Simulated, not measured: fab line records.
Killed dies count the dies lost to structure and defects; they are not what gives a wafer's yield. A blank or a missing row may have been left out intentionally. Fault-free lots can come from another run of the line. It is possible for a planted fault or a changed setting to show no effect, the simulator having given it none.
Matching of chambers :: flow nand-harc :: NHARC_P_M1_DESCUM_14 on rie-diel-01: 4 sister chambers
The step chemistry O2, time 3 s. 20 wafers are shown with their chamber, then 10 later ones without.

EACH WAFER AND ITS CHAMBER
wafer: L074.1
chamber: 2
drypump-motor-current-A (A): 5.4
oes-product-au (a.u.): 1.019
throttle-valve-pct (%): 11.314

wafer: L074.2
chamber: 1
drypump-motor-current-A (A): 5.7
oes-product-au (a.u.): 1.012
throttle-valve-pct (%): 11.296

wafer: L074.3
chamber: 0
drypump-motor-current-A (A): 4.9
oes-product-au (a.u.): 0.997
throttle-valve-pct (%): 11.311

wafer: L078.2
chamber: 3
drypump-motor-current-A (A): 5.2
oes-product-au (a.u.): 1.000
throttle-valve-pct (%): 11.331

wafer: L078.4
chamber: 0
drypump-motor-current-A (A): 4.9
oes-product-au (a.u.): 0.999
throttle-valve-pct (%): 11.315

wafer: L078.5
chamber: 0
drypump-motor-current-A (A): 4.9
oes-product-au (a.u.): 0.997
throttle-valve-pct (%): 11.325

wafer: L080.1
chamber: 1
drypump-motor-current-A (A): 5.7
oes-product-au (a.u.): 0.985
throttle-valve-pct (%): 11.318

wafer: L080.5
chamber: 1
drypump-motor-current-A (A): 5.7
oes-product-au (a.u.): 0.991
throttle-valve-pct (%): 11.294

wafer: L080.6
chamber: 0
drypump-motor-current-A (A): 5.0
oes-product-au (a.u.): 1.004
throttle-valve-pct (%): 11.303

wafer: L079.1
chamber: 1
drypump-motor-current-A (A): 5.7
oes-product-au (a.u.): 1.006
throttle-valve-pct (%): 11.305

wafer: L079.2
chamber: 3
drypump-motor-current-A (A): 5.2
oes-product-au (a.u.): 1.015
throttle-valve-pct (%): 11.302

wafer: L079.6
chamber: 1
drypump-motor-current-A (A): 5.7
oes-product-au (a.u.): 0.993
throttle-valve-pct (%): 11.315

wafer: L083.1
chamber: 1
drypump-motor-current-A (A): 5.7
oes-product-au (a.u.): 0.995
throttle-valve-pct (%): 11.292

wafer: L083.4
chamber: 3
drypump-motor-current-A (A): 5.2
oes-product-au (a.u.): 1.015
throttle-valve-pct (%): 11.329

wafer: L083.6
chamber: 3
drypump-motor-current-A (A): 5.2
oes-product-au (a.u.): 1.013
throttle-valve-pct (%): 11.325

wafer: L088.1
chamber: 3
drypump-motor-current-A (A): 5.3
oes-product-au (a.u.): 1.005
throttle-valve-pct (%): 11.309

wafer: L088.3
chamber: 0
drypump-motor-current-A (A): 4.9
oes-product-au (a.u.): 0.998
throttle-valve-pct (%): 11.328

wafer: L088.4
chamber: 1
drypump-motor-current-A (A): 5.7
oes-product-au (a.u.): 1.004
throttle-valve-pct (%): 11.307

wafer: L086.1
chamber: 0
drypump-motor-current-A (A): 4.9
oes-product-au (a.u.): 0.991
throttle-valve-pct (%): 11.299

wafer: L086.2
chamber: 1
drypump-motor-current-A (A): 5.7
oes-product-au (a.u.): 1.009
throttle-valve-pct (%): 11.306

SIGNATURES (means of the wafers above)
reading: drypump-motor-current-A
chamber 0: 4.917
chamber 1: 5.700
chamber 2: 5.400
chamber 3: 5.220
scatter within a chamber: 0.032

reading: oes-product-au
chamber 0: 0.99767
chamber 1: 0.99938
chamber 2: 1.01900
chamber 3: 1.00960
scatter within a chamber: 0.0076

reading: throttle-valve-pct
chamber 0: 11.31350
chamber 1: 11.30412
chamber 2: 11.31400
chamber 3: 11.31920
scatter within a chamber: 0.0111
Rule: distance of a wafer from a chamber = root of the sum over the readings of ((wafer's reading minus chamber's mean) / reading's scatter) squared. The wafer belongs to the nearest chamber; if the next one is less than 2 further off, it can't be placed. The scatter is the square root of a quotient: the sum, over the shown wafers, of each reading's squared deviation from its chamber's mean, divided by wafers minus chambers.

WAFERS WITHOUT THEIR CHAMBER
wafer: L086.4
drypump-motor-current-A (A): 5.4
oes-product-au (a.u.): 0.998
throttle-valve-pct (%): 11.308

wafer: L085.1
drypump-motor-current-A (A): 4.9
oes-product-au (a.u.): 0.995
throttle-valve-pct (%): 11.322

wafer: L085.3
drypump-motor-current-A (A): 5.7
oes-product-au (a.u.): 1.000
throttle-valve-pct (%): 11.338

wafer: L085.6
drypump-motor-current-A (A): 5.4
oes-product-au (a.u.): 0.992
throttle-valve-pct (%): 11.317

wafer: L091.1
drypump-motor-current-A (A): 4.9
oes-product-au (a.u.): 0.993
throttle-valve-pct (%): 11.308

wafer: L091.4
drypump-motor-current-A (A): 5.7
oes-product-au (a.u.): 1.005
throttle-valve-pct (%): 11.315

wafer: L091.5
drypump-motor-current-A (A): 4.9
oes-product-au (a.u.): 0.998
throttle-valve-pct (%): 11.320

wafer: L093.1
drypump-motor-current-A (A): 5.7
oes-product-au (a.u.): 0.996
throttle-valve-pct (%): 11.308

wafer: L093.3
drypump-motor-current-A (A): 5.3
oes-product-au (a.u.): 1.016
throttle-valve-pct (%): 11.302

wafer: L093.4
drypump-motor-current-A (A): 4.9
oes-product-au (a.u.): 0.988
throttle-valve-pct (%): 11.326

WHICH CHAMBER EACH ONE RAN IN
wafer: L086.4
from the rows above: 2
in truth: 2

wafer: L085.1
from the rows above: 0
in truth: 0

wafer: L085.3
from the rows above: 1
in truth: 1

wafer: L085.6
from the rows above: 2
in truth: 2

wafer: L091.1
from the rows above: 0
in truth: 0

wafer: L091.4
from the rows above: 1
in truth: 1

wafer: L091.5
from the rows above: 0
in truth: 0

wafer: L093.1
from the rows above: 1
in truth: 1

wafer: L093.3
from the rows above: can't be placed: 3 or 2
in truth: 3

wafer: L093.4
from the rows above: 0
in truth: 0
Correct placement for 9 of the 10. Unplaceable from these rows: 1, with the true chamber sitting among the candidates in 1. Number placed wrongly: 0.
